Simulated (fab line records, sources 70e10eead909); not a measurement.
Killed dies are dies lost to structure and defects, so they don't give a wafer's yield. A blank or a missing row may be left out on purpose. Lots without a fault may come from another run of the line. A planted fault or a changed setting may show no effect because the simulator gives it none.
One fault seen from 2 desks | flow nand_harc | each desk has only its own numbers; what lay behind them comes last

THE TOOL OWNER'S DESK: rie_si-05
The tool's own readings at NHARC_A_DECK1_JOINT_ETCHBACK_00 (etches the open film in HBr, target depth 30 nm, time 17.4 s): means of the sampled wafers that have a number, for each lot that ran on this tool. A lot is out of limits, marked OUT, if its mean lies more than 4 standard deviations from the usual mean; the brackets give that distance.
Columns: A = drypump_motor_current_A at NHARC_A_DECK1_JOINT_ETCHBACK_00, usual 5.6 A; B = oes_product_au at NHARC_A_DECK1_JOINT_ETCHBACK_00, usual 1.003 a.u.; C = run_length_s at NHARC_A_DECK1_JOINT_ETCHBACK_00, usual 38.8 s; D = throttle_valve_pct at NHARC_A_DECK1_JOINT_ETCHBACK_00, usual 23.267 %
lot  | first seen here | A   | B     | C               | D
L104 | day 11 22:01    | 5.6 | 1.001 | 38.7            | 23.267
L106 | day 12 14:59    | 5.4 | 1.001 | 38.8            | 23.269
L109 | day 13 16:30    | 5.7 | 1.004 | 38.7            | 23.270
L110 | day 14 17:17    | 5.3 | 1.009 | 39.2            | 23.263
L122 | day 19 03:59    | 5.5 | 1.013 | 42.3 (+9.5) OUT | 23.270
This desk's finding: out of limits on L122; first on L122, day 19 03:59 (run_length_s at NHARC_A_DECK1_JOINT_ETCHBACK_00). In limits: L104, L106, L109, L110.

THE DEFECT DESK
What the inspections along the route counted, lot by lot: means of the sampled wafers that have a number. A lot is out of limits, marked OUT, if its mean lies more than 4 standard deviations from the usual mean; the brackets give that distance.
Columns: A = raw_defect_count at NHARC_A_CHANNEL_FILL_D1_INSPECT_13, usual 350; B = raw_defect_count at NHARC_A_DECK1_JOINT_INSPECT_05, usual 398
lot  | first seen here | A   | B
L103 | day 10 16:40    | 366 | 527
L104 | day 11 06:32    | 444 | 288
L105 | day 11 22:44    | 238 | 307
L106 | day 12 04:25    | 276 | 337
L107 | day 12 04:25    | 489 | 272
L108 | day 12 19:14    | 228 | 335
L109 | day 13 05:45    | 341 | 345
L110 | day 14 06:34    | 368 | 339
L113 | day 14 22:17    | 362 | 294
L122 | day 18 12:30    | 314 | 1051 (+4.1) OUT
L123 | day 19 03:22    | 374 | 532
L125 | day 19 21:56    | 322 | 364
L126 | day 20 12:23    | 385 | 474
This desk's finding: out of limits on L122; first on L122, day 20 05:37 (raw_defect_count at NHARC_A_DECK1_JOINT_INSPECT_05). In limits: L103, L104, L105, L106, L107, L108, L109, L110, L113, L123, L125, L126.

PUT TOGETHER
The tool owner's desk could have raised an alarm at day 19 03:59, on L122.
The defect desk could have raised an alarm at day 20 05:37, on L122.
Of the lots named, all ran NHARC_A_DECK1_JOINT_ETCHBACK_00 on rie_si-05.

WHAT THE SIMULATOR HAD PUT IN
Process parameter drift: rie_si-05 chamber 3, from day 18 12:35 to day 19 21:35, at NHARC_A_DECK1_JOINT_ETCHBACK_00. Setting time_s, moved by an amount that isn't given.
Lots struck among those shown: L122.
Hours from the fault's start to each desk's first reading out of limits: the tool owner's desk, 15; the defect desk, 41.
